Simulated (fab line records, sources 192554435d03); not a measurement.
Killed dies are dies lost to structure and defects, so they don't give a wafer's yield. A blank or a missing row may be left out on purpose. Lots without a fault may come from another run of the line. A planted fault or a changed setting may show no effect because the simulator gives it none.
One fault seen from 3 desks | flow n5_finfet | each desk has only its own numbers; what lay behind them comes last

THE METROLOGY DESK
What the gauges read, lot by lot, whatever tool the lot ran on: means of the sampled wafers that have a number. A lot is out of limits, marked OUT, if its mean lies more than 4 standard deviations from the usual mean; the brackets give that distance.
Columns: A = M8_THK at N5_BEOL_M8_THK_MEAS_53, usual 80.6 nm
lot  | first seen here | A
L756 | day 10 17:49    | 80.6
L761 | day 11 21:04    | 80.8
L763 | day 12 02:14    | 80.9
L760 | day 12 02:47    | 82.4
L764 | day 12 09:31    | 78.2
L768 | day 13 16:49    | 80.0
L767 | day 13 17:59    | 80.5
L774 | day 15 06:50    | 81.7
L775 | day 16 00:16    | 78.4
L777 | day 16 00:43    | 81.8
This desk's finding: nothing out of limits on any of the 10 lots.

THE TOOL OWNER'S DESK: pecvd-01
The tool's own readings at N5_BEOL_M8_DEP_56 (deposits SiCN from 3MS/NH3, target thk 10 nm, time 17.5 s): means of the sampled wafers that have a number, for each lot that ran on this tool. A lot is out of limits, marked OUT, if its mean lies more than 4 standard deviations from the usual mean; the brackets give that distance.
Columns: A = showerhead_plenum_p_Torr at N5_BEOL_M8_DEP_56, usual 3.666 Torr; B = throttle_valve_pct at N5_BEOL_M8_DEP_56, usual 9.0 %
lot  | first seen here | A     | B
L756 | day 10 17:53    | 3.671 | 9.4
L761 | day 11 21:07    | 3.666 | 9.1
L760 | day 12 02:50    | 3.665 | 8.9
L764 | day 12 09:35    | 3.664 | 9.3
L768 | day 13 16:53    | 3.671 | 9.4
L767 | day 13 18:03    | 3.669 | 9.5
This desk's finding: nothing out of limits on any of the 6 lots.

THE DEFECT DESK
What the inspections along the route counted, lot by lot: means of the sampled wafers that have a number. A lot is out of limits, marked OUT, if its mean lies more than 4 standard deviations from the usual mean; the brackets give that distance.
Columns: A = raw_defect_count at N5_BEOL_M8_INSPECT_58, usual 69; B = raw_defect_count at N5_BEOL_M9_INSPECT_13, usual 404
lot  | first seen here | A              | B
L756 | day 10 17:59    | 83             | 351
L761 | day 11 21:13    | 62             | 420
L763 | day 12 02:24    | 41             | 399
L760 | day 12 02:56    | 74             | 380
L764 | day 12 09:40    | 66             | 358
L768 | day 13 16:58    | 1008 (+47) OUT | 1278 (+11) OUT
L767 | day 13 18:09    | 1063 (+50) OUT | 1337 (+12) OUT
L774 | day 15 07:02    | 60             | 355
L775 | day 16 00:26    | 65             | 404
L777 | day 16 00:53    | 60             | 411
This desk's finding: out of limits on L767, L768; first on L768, day 13 16:58 (raw_defect_count at N5_BEOL_M8_INSPECT_58). In limits: L756, L761, L763, L760, L764, L774, L775, L777.

PUT TOGETHER
The defect desk could have raised an alarm at day 13 16:58, on L767, L768.
The metrology desk saw nothing out of limits.
The tool owner's desk saw nothing out of limits.
The metrology desk has L767, L768 on record, within its limits.
The tool owner's desk has L767, L768 on record, within its limits.
Of the lots named, all ran N5_BEOL_M8_DEP_56 on pecvd-01.

WHAT THE SIMULATOR HAD PUT IN
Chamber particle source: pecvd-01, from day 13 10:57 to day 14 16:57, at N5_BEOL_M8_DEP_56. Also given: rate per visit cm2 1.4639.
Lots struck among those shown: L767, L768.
Hours from the fault's start to each desk's first reading out of limits: the defect desk, 6.
